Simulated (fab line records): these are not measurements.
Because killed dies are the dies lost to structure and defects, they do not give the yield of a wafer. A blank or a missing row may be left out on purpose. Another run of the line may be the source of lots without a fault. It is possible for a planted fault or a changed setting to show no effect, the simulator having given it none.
Which of the tools did it? || flow n5-finfet || Sampling: 9 lots, 27 wafers, 3 of 1938 route steps

WHAT THE GAUGES SHOWED, per wafer
N5_BEOL_M4_RC_MEAS_101. Usual: DIBL_N 36.9 mV/V, standard deviation 1.7; DIBL_P 37.3 mV/V, standard deviation 2.3; IOFF_N 0.16 nA/um, standard deviation 0.033; IOFF_P 0.22 nA/um, standard deviation 0.04; ION_N 673 uA/um, standard deviation 12; ION_P 463 uA/um, standard deviation 8; SS_N 71.6 mV/dec, standard deviation 0.58; SS_P 73.4 mV/dec, standard deviation 0.74; VT_N 250 mV, standard deviation 3.2; VT_P -250 mV, standard deviation 3.4.
{"lot": "L179", "measured": "day 9 02:05", "on": "prober-01", "DIBL_N (mV/V)": "38.5 35.9 35.7", "DIBL_P (mV/V)": "38.0 34.2 33.9", "IOFF_N (nA/um)": "0.19 0.13 0.14", "IOFF_P (nA/um)": "0.23 0.18 0.17", "ION_N (uA/um)": "677 656 658", "ION_P (uA/um)": "456 452 446", "SS_N (mV/dec)": "72.2 71.5 71.7", "SS_P (mV/dec)": "73.7 72.1 72.0", "VT_N (mV)": "247 252 253", "VT_P (mV)": "-252 -255 -257", "flag": ""}
{"lot": "L181", "measured": "day 9 13:07", "on": "prober-02", "DIBL_N (mV/V)": "36.4 37.5 35.8", "DIBL_P (mV/V)": "38.5 39.4 37.3", "IOFF_N (nA/um)": "0.17 0.19 0.16", "IOFF_P (nA/um)": "0.25 0.26 0.23", "ION_N (uA/um)": "664 675 666", "ION_P (uA/um)": "460 465 461", "SS_N (mV/dec)": "72.0 71.8 71.3", "SS_P (mV/dec)": "73.9 73.2 73.3", "VT_N (mV)": "248 248 248", "VT_P (mV)": "-251 -251 -249", "flag": ""}
{"lot": "L189", "measured": "day 11 14:55", "on": "prober-02", "DIBL_N (mV/V)": "38.1 38.0 36.9", "DIBL_P (mV/V)": "37.7 36.8 36.9", "IOFF_N (nA/um)": "0.17 0.17 0.17", "IOFF_P (nA/um)": "0.26 0.22 0.24", "ION_N (uA/um)": "676 674 699", "ION_P (uA/um)": "469 462 477", "SS_N (mV/dec)": "71.7 71.7 71.6", "SS_P (mV/dec)": "73.6 73.1 73.4", "VT_N (mV)": "250 248 249", "VT_P (mV)": "-247 -252 -249", "flag": ""}
{"lot": "L187", "measured": "day 11 16:25", "on": "prober-01", "DIBL_N (mV/V)": "36.9 37.1 37.4", "DIBL_P (mV/V)": "36.1 36.9 37.8", "IOFF_N (nA/um)": "0.15 0.15 0.17", "IOFF_P (nA/um)": "0.25 0.26 0.28", "ION_N (uA/um)": "664 666 686", "ION_P (uA/um)": "464 464 474", "SS_N (mV/dec)": "70.8 71.7 71.7", "SS_P (mV/dec)": "72.6 73.8 72.7", "VT_N (mV)": "251 252 249", "VT_P (mV)": "-243 -248 -243", "flag": ""}
{"lot": "L190", "measured": "day 11 21:56", "on": "prober-01", "DIBL_N (mV/V)": "35.4 35.7 35.7", "DIBL_P (mV/V)": "36.1 36.8 36.9", "IOFF_N (nA/um)": "0.14 0.13 0.13", "IOFF_P (nA/um)": "0.18 0.19 0.20", "ION_N (uA/um)": "682 650 669", "ION_P (uA/um)": "468 452 462", "SS_N (mV/dec)": "71.1 71.7 71.7", "SS_P (mV/dec)": "73.3 73.2 73.1", "VT_N (mV)": "252 255 251", "VT_P (mV)": "-256 -253 -252", "flag": ""}
{"lot": "L195", "measured": "day 13 16:40", "on": "prober-02", "DIBL_N (mV/V)": "37.1 34.8 32.6", "DIBL_P (mV/V)": "37.2 35.2 31.7", "IOFF_N (nA/um)": "0.18 0.14 0.10", "IOFF_P (nA/um)": "0.22 0.18 0.15", "ION_N (uA/um)": "677 677 650", "ION_P (uA/um)": "461 458 449", "SS_N (mV/dec)": "71.6 70.7 69.9", "SS_P (mV/dec)": "74.7 72.4 72.3", "VT_N (mV)": "246 252 257", "VT_P (mV)": "-251 -254 -259", "flag": ""}
{"lot": "L197", "measured": "day 13 19:45", "on": "prober-02", "DIBL_N (mV/V)": "38.6 39.3 37.7", "DIBL_P (mV/V)": "39.3 39.4 38.0", "IOFF_N (nA/um)": "0.18 0.18 0.14", "IOFF_P (nA/um)": "0.24 0.23 0.21", "ION_N (uA/um)": "673 669 661", "ION_P (uA/um)": "459 459 453", "SS_N (mV/dec)": "71.7 72.6 72.0", "SS_P (mV/dec)": "73.9 74.4 73.8", "VT_N (mV)": "252 251 255", "VT_P (mV)": "-252 -253 -255", "flag": ""}
{"lot": "L196", "measured": "day 13 20:19", "on": "prober-01", "DIBL_N (mV/V)": "34.2 39.0 36.4", "DIBL_P (mV/V)": "36.0 41.1 37.0", "IOFF_N (nA/um)": "0.12 0.20 0.14", "IOFF_P (nA/um)": "0.19 0.27 0.21", "ION_N (uA/um)": "669 677 667", "ION_P (uA/um)": "467 465 464", "SS_N (mV/dec)": "71.6 72.0 71.3", "SS_P (mV/dec)": "72.4 73.9 73.9", "VT_N (mV)": "256 246 254", "VT_P (mV)": "-254 -248 -248", "flag": ""}
{"lot": "L198", "measured": "day 13 23:04", "on": "prober-02", "DIBL_N (mV/V)": "36.1 38.0 37.1", "DIBL_P (mV/V)": "35.9 37.9 36.7", "IOFF_N (nA/um)": "0.13 0.15 0.14", "IOFF_P (nA/um)": "0.19 0.22 0.20", "ION_N (uA/um)": "649 676 662", "ION_P (uA/um)": "447 464 456", "SS_N (mV/dec)": "71.3 71.4 70.7", "SS_P (mV/dec)": "72.5 73.6 73.4", "VT_N (mV)": "254 252 252", "VT_P (mV)": "-250 -249 -253", "flag": ""}

N5_BEOL_M14_OVL_MEAS_29. Usual: M14_OVL gives -1 nm (standard deviation 5.4).
{"lot": "L179", "measured": "day 12 01:31", "on": "overlay-02", "M14_OVL (nm)": "-4 -1 -6", "flag": ""}
{"lot": "L181", "measured": "day 13 04:25", "on": "overlay-02", "M14_OVL (nm)": "-9 -7 -2", "flag": ""}
{"lot": "L189", "measured": "day 15 00:26", "on": "overlay-02", "M14_OVL (nm)": "-4 0 -2", "flag": ""}
{"lot": "L187", "measured": "day 15 04:28", "on": "overlay-01", "M14_OVL (nm)": "9 8 11", "flag": ""}
{"lot": "L190", "measured": "day 15 04:50", "on": "overlay-01", "M14_OVL (nm)": "-4 -1 -6", "flag": ""}
{"lot": "L195", "measured": "day 16 19:18", "on": "overlay-02", "M14_OVL (nm)": "7 14 6", "flag": ""}
{"lot": "L197", "measured": "day 17 06:53", "on": "overlay-02", "M14_OVL (nm)": "4 1 -3", "flag": ""}
{"lot": "L196", "measured": "day 16 19:08", "on": "overlay-01", "M14_OVL (nm)": "1 0 -9", "flag": ""}
{"lot": "L198", "measured": "day 16 23:10", "on": "overlay-02", "M14_OVL (nm)": "3 0 9", "flag": ""}

WHICH TOOL RAN EACH LOT (tool, then ch and the chambers of the sampled wafers, then the start)
{"lot": "L179", "N5_BEOL_M14_DESCUM_15": "rie-diel-01 ch 1,3, day 12 00:35"}
{"lot": "L181", "N5_BEOL_M14_DESCUM_15": "rie-diel-06 ch 1,2,3, day 13 03:37"}
{"lot": "L189", "N5_BEOL_M14_DESCUM_15": "rie-diel-02 ch 0,2,3, day 14 23:38"}
{"lot": "L187", "N5_BEOL_M14_DESCUM_15": "rie-diel-02 ch 0,1,3, day 15 03:41"}
{"lot": "L190", "N5_BEOL_M14_DESCUM_15": "rie-diel-06 ch 0,3, day 15 03:56"}
{"lot": "L195", "N5_BEOL_M14_DESCUM_15": "rie-diel-02 ch 0,2,3, day 16 18:22"}
{"lot": "L197", "N5_BEOL_M14_DESCUM_15": "rie-diel-02 ch 1,2,3, day 17 05:58"}
{"lot": "L196", "N5_BEOL_M14_DESCUM_15": "rie-diel-01 ch 2,3, day 16 18:13"}
{"lot": "L198", "N5_BEOL_M14_DESCUM_15": "rie-diel-02 ch 0,2, day 16 22:14"}
- N5_BEOL_M14_DESCUM_15: chemistry O2, time 7.9 s.

AS READ BY THE TOOLS THEMSELVES (means over the sampled wafers that have a number; for cases with no such wafer, the mark the record gives instead)
N5_BEOL_M14_DESCUM_15. Usual: drypump-motor-current-A 5.9 A, standard deviation 0.35; oes-product-au 0.83 a.u., standard deviation 0.066; rf-vpp-V 243.4 V, standard deviation 1.1; showerhead-plenum-p-Torr 2.12 Torr, standard deviation 0.058; temp-c 39.99 C, standard deviation 0.12; throttle-valve-pct 20.44 %, standard deviation 0.22.
{"lot": "L179", "tool": "rie-diel-01", "drypump-motor-current-A (A)": 5.5, "oes-product-au (a.u.)": 0.85, "rf-vpp-V (V)": 244.7, "showerhead-plenum-p-Torr (Torr)": 2.17, "temp-c (C)": 39.94, "throttle-valve-pct (%)": 20.59, "flag": ""}
{"lot": "L181", "tool": "rie-diel-06", "drypump-motor-current-A (A)": 5.9, "oes-product-au (a.u.)": 0.78, "rf-vpp-V (V)": 242.9, "showerhead-plenum-p-Torr (Torr)": 2.07, "temp-c (C)": 39.83, "throttle-valve-pct (%)": 20.61, "flag": ""}
{"lot": "L189", "tool": "rie-diel-02", "drypump-motor-current-A (A)": 5.9, "oes-product-au (a.u.)": 0.80, "rf-vpp-V (V)": 243.3, "showerhead-plenum-p-Torr (Torr)": 2.12, "temp-c (C)": 40.02, "throttle-valve-pct (%)": 20.24, "flag": ""}
{"lot": "L187", "tool": "rie-diel-02", "drypump-motor-current-A (A)": 5.7, "oes-product-au (a.u.)": 0.85, "rf-vpp-V (V)": 244.5, "showerhead-plenum-p-Torr (Torr)": 2.13, "temp-c (C)": 40.07, "throttle-valve-pct (%)": 20.39, "flag": ""}
{"lot": "L190", "tool": "rie-diel-06", "drypump-motor-current-A (A)": 5.9, "oes-product-au (a.u.)": 0.88, "rf-vpp-V (V)": 243.1, "showerhead-plenum-p-Torr (Torr)": 2.04, "temp-c (C)": 40.06, "throttle-valve-pct (%)": 20.59, "flag": ""}
{"lot": "L195", "tool": "rie-diel-02", "drypump-motor-current-A (A)": 5.9, "oes-product-au (a.u.)": 0.80, "rf-vpp-V (V)": 242.6, "showerhead-plenum-p-Torr (Torr)": 2.12, "temp-c (C)": 39.98, "throttle-valve-pct (%)": 20.25, "flag": ""}
{"lot": "L197", "tool": "rie-diel-02", "drypump-motor-current-A (A)": 5.7, "oes-product-au (a.u.)": 0.83, "rf-vpp-V (V)": 243.2, "showerhead-plenum-p-Torr (Torr)": 2.13, "temp-c (C)": 39.95, "throttle-valve-pct (%)": 20.37, "flag": ""}
{"lot": "L196", "tool": "rie-diel-01", "drypump-motor-current-A (A)": 5.7, "oes-product-au (a.u.)": 0.87, "rf-vpp-V (V)": 245.3, "showerhead-plenum-p-Torr (Torr)": 2.16, "temp-c (C)": 39.85, "throttle-valve-pct (%)": 20.51, "flag": ""}
{"lot": "L198", "tool": "rie-diel-02", "drypump-motor-current-A (A)": 6.1, "oes-product-au (a.u.)": 0.78, "rf-vpp-V (V)": 242.4, "showerhead-plenum-p-Torr (Torr)": 2.10, "temp-c (C)": 40.03, "throttle-valve-pct (%)": 20.29, "flag": ""}

THE ANSWER, worked out from the rows above alone
Rule: a lot is off if the mean of its wafers that have a number lies more than 3 standard deviations from the usual mean. A lot without any number at a reading at which 4 lots or more have one is off too. All remaining lots with rows at the step are treated as sound. First the gauges in route order, then the tools' own readings, where a lot's mean is used as printed above. At the first step where some lot is off, the reading lying furthest off is the one used; lots without a number count as furthest.
No lot is off on any of the readings shown, so nothing can be concluded from this.

WHAT THE SIMULATOR HAD INSERTED
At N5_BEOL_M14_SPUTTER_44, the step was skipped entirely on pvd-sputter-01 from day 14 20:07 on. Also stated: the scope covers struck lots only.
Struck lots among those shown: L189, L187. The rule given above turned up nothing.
